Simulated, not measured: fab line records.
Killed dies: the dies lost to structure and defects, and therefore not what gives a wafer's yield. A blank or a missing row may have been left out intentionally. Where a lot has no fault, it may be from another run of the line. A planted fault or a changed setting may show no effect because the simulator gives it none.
A struck lot beside a sound one    flow n5-finfet    16 out of 1938 route steps
Sound: the wafers L124.2, L124.4, L124.6. Wafers struck: L137.2, L137.3, L137.6. The cause is named last.
Per side, at each step with rows, come the tool, then ch with its chambers, and then its first start. Under that, the readings that differ: sound wafers    struck wafers    difference of the means    sigmas: that difference in standard deviations of wafers without a fault.
alike: readings with means less than 2 such deviations apart, plus words and numbers identical on both sides. not compared: withheld readings, readings lacking a value on some wafer, bounds such as >300 that could conceal the same value, and numbers that have no deviation in the record and whose values overlap.
The two part at a step that has a row with sigmas, a row that says differs or no value, or rows on one side only. When numbers do not overlap yet have no deviation, they are printed without sigmas and do not part them. A reading that every wafer of one side lacks parts them only if that side has two wafers or more.

first, 6 steps without rows for these wafers: N5_BEOL_M4_COAT_22 (resist thk 30 nm); N5_BEOL_M4_EBR_24; N5_BEOL_M4_SOFTBAKE_23 (time 60 s); N5_BEOL_M4_EXPOSE_25 (exposes mask V3, defocus 5 nm); N5_BEOL_M4_PEB_26 (peb time 60 s); N5_BEOL_M4_DEVELOP_27 (develop time 30 s).
N5_BEOL_M4_CD_MEAS_28: target cd 26.2 nm, target cd y 24.1 nm.
  sound on cd-sem-01 ch 0, day 8 06:35; struck on cd-sem-01 ch 0, day 11 22:59
  alike: cd-nm
N5_BEOL_M4_OVL_MEAS_29:
  sound on overlay-01 ch 0, day 8 06:37; struck on overlay-01 ch 0, day 11 23:01
  alike: V3_OVL
N5_BEOL_M4_INSPECT_30: inspects for defects (brightfield).
  sound: defect-inspect-02 at day 8 06:41; struck: defect-inspect-01 at day 11 23:04
  alike: raw-defect-count
N5_BEOL_M4_DESCUM_33: chemistry O2, time 7 s.
  sound on rie-diel-01 ch 0,1,3, day 8 06:54; struck on rie-diel-06 ch 0,2, day 11 23:06
  alike: drypump-motor-current-A, oes-product-au, rf-vpp-V, showerhead-plenum-p-Torr, throttle-valve-pct
  not compared: rf-hours-counter-h
N5_BEOL_M4_ETCH_77: etches underlayer in N2/H2, target depth 6.5 nm, time 5.2 s.
  sound on rie-diel-01 ch 0,1,3, day 8 06:56; struck on rie-diel-06 ch 0,2, day 11 23:08
reading       sound              struck             difference  sigmas
rf-vpp-V (V)  520.0 521.4 521.1  525.6 526.7 526.4  +5.4        +2
  alike: drypump-motor-current-A, etch-rf-on-time-s, oes-product-au, showerhead-plenum-p-Torr, throttle-valve-pct
  not compared: rf-hours-counter-h
N5_BEOL_M4_ETCH_69: etches SiARC in CF4, target depth 15.6 nm, time 26 s.
  sound on rie-diel-01 ch 0,1,3, day 8 06:57; struck on rie-diel-06 ch 0,2, day 11 23:09
  alike: drypump-motor-current-A, etch-rf-on-time-s, oes-product-au, rf-vpp-V, showerhead-plenum-p-Torr, throttle-valve-pct
  not compared: rf-hours-counter-h
N5_BEOL_M4_ALD_98: deposits SiO2, target thk 2.5 nm, pulse time 1 s, co reactant pulse time 1 s.
  sound on ald-sin-04 ch 0,2,3, day 8 07:08; struck on ald-sin-04 ch 1,2, day 11 23:14
reading               sound               struck             difference  sigmas
susceptor-temp-C (C)  99.84 100.05 99.79  97.04 97.01 96.98  -2.88       -22
  alike: heater-power-w, precursor-pulse-height-rel
N5_BEOL_M4_ETCHBACK_99: etches SiO2 in CHF3, target depth 5 nm, time 10.4 s.
  sound on rie-diel-01 ch 2,3, day 8 07:21; struck on rie-diel-01 ch 0,1, day 12 00:38
reading                      sound           struck          difference  sigmas
drypump-motor-current-A (A)  6.2 5.4 6.2     4.7 5.0 5.0     -1.0        -2
oes-product-au (a.u.)        0.95 0.89 0.96  0.70 0.70 0.70  -0.23       -3
  alike: rf-vpp-V, showerhead-plenum-p-Torr, throttle-valve-pct
  not compared: rf-hours-counter-h
N5_BEOL_M4_RC_MEAS_101:
  sound on prober-02 ch 0, day 8 11:43; struck on prober-01 ch 0, day 12 05:32
  alike: DIBL_N, DIBL_P, IOFF_N, IOFF_P, ION_N, ION_P, SS_N, SS_P, VT_N, VT_P
-- a jump in the record: the struck wafers' starts before and after are 4 days apart (it breaks off in module BEOL_M4 and resumes in module PASSIVATION, where the first step shown is number 1936 of the route) --
N5_PASSIVATION_PROBE_49:
  sound: prober-01 at day 12 18:19; struck: prober-02 at day 16 17:13
reading          sound   struck  difference  sigmas
killed-at-other  13 7 7  1 2 2   -7          -2
  alike: defect-limited-yield, killed_at_M0_to_M3, killed_at_M4_up, killed-at-contacts, killed-at-front-end, killed-dies, killed-open, killed-short, sort_bin_5_function, sort_bin_6_memory, sort_bin_8_speed, sort-n-pass, sort-yield-pct

## WHERE THEY PART
At N5_BEOL_M4_ETCH_77 first; at N5_PASSIVATION_PROBE_49 last (within this record only).

WHY: the cause the simulator had injected
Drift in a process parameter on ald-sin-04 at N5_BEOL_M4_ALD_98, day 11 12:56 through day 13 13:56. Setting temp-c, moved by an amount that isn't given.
